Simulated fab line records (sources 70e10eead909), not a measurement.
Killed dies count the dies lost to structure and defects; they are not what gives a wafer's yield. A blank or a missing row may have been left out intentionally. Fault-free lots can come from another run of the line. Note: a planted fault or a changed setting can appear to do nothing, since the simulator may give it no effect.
Chamber matching :: flow nand_harc :: rie_diel-08 running NHARC_A_SGD_CUT_ETCH_58: 4 sister chambers
The step etches the open film in CF4, target depth 39 nm, time 65 s. 8 wafers are shown with their chamber, then 9 later ones without.

WAFERS PAIRED WITH THEIR CHAMBERS
wafer: L084.2
chamber: 2
rf_vpp_V (V): 150.9
oes_product_au (a.u.): 0.972

wafer: L084.6
chamber: 3
rf_vpp_V (V): 150.2
oes_product_au (a.u.): 0.975

wafer: L090.3
chamber: 1
rf_vpp_V (V): 152.3
oes_product_au (a.u.): 0.989

wafer: L090.4
chamber: 3
rf_vpp_V (V): 150.1
oes_product_au (a.u.): 0.985

wafer: L090.6
chamber: 1
rf_vpp_V (V): 152.8
oes_product_au (a.u.): 1.003

wafer: L089.1
chamber: 0
rf_vpp_V (V): 151.4
oes_product_au (a.u.): 0.977

wafer: L089.3
chamber: 2
rf_vpp_V (V): 151.6
oes_product_au (a.u.): 0.984

wafer: L089.5
chamber: 0
rf_vpp_V (V): 150.7
oes_product_au (a.u.): 0.984

WAFERS WHOSE CHAMBER IS MISSING
wafer: L092.1
rf_vpp_V (V): 151.2
oes_product_au (a.u.): 0.997

wafer: L092.3
rf_vpp_V (V): 149.9
oes_product_au (a.u.): 0.994

wafer: L092.5
rf_vpp_V (V): 152.9
oes_product_au (a.u.): 1.000

wafer: L093.4
rf_vpp_V (V): 150.6
oes_product_au (a.u.): 0.986

wafer: L093.5
rf_vpp_V (V): 151.8
oes_product_au (a.u.): 0.996

wafer: L093.6
rf_vpp_V (V): 152.3
oes_product_au (a.u.): 0.995

wafer: L096.2
rf_vpp_V (V): 152.6
oes_product_au (a.u.): 0.991

wafer: L096.5
rf_vpp_V (V): 150.8
oes_product_au (a.u.): 0.988

wafer: L096.6
rf_vpp_V (V): 154.3
oes_product_au (a.u.): 0.990

WHICH CHAMBER EACH ONE RAN IN
wafer: L092.1
from the rows above: can't be placed: 0 or 2 or 1 or 3
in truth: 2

wafer: L092.3
from the rows above: can't be placed: 3 or 0
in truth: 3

wafer: L092.5
from the rows above: 1
in truth: 1

wafer: L093.4
from the rows above: can't be placed: 0 or 3 or 2
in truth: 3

wafer: L093.5
from the rows above: can't be placed: 1 or 2 or 0
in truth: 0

wafer: L093.6
from the rows above: 1
in truth: 1

wafer: L096.2
from the rows above: 1
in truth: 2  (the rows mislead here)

wafer: L096.5
from the rows above: can't be placed: 0 or 2 or 3
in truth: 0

wafer: L096.6
from the rows above: 1
in truth: 1
Correct placement for 3 of the 9. These rows do not allow placing 5 (true chamber among the candidates in 5). Placed wrongly: 1.
How it was worked out, from the rows above alone: a wafer's distance from a chamber is the root of the sum, over the readings, of the square of ((its reading less the chamber's mean) divided by the reading's scatter). If the next closest chamber is less than 2 further off than the closest, the wafer can't be placed; otherwise it belongs to the closest. For every chamber, the mean is computed from those of its wafers that are shown. The scatter is the square root of a quotient: the sum, over the shown wafers, of each reading's squared deviation from its chamber's mean, divided by wafers minus chambers.
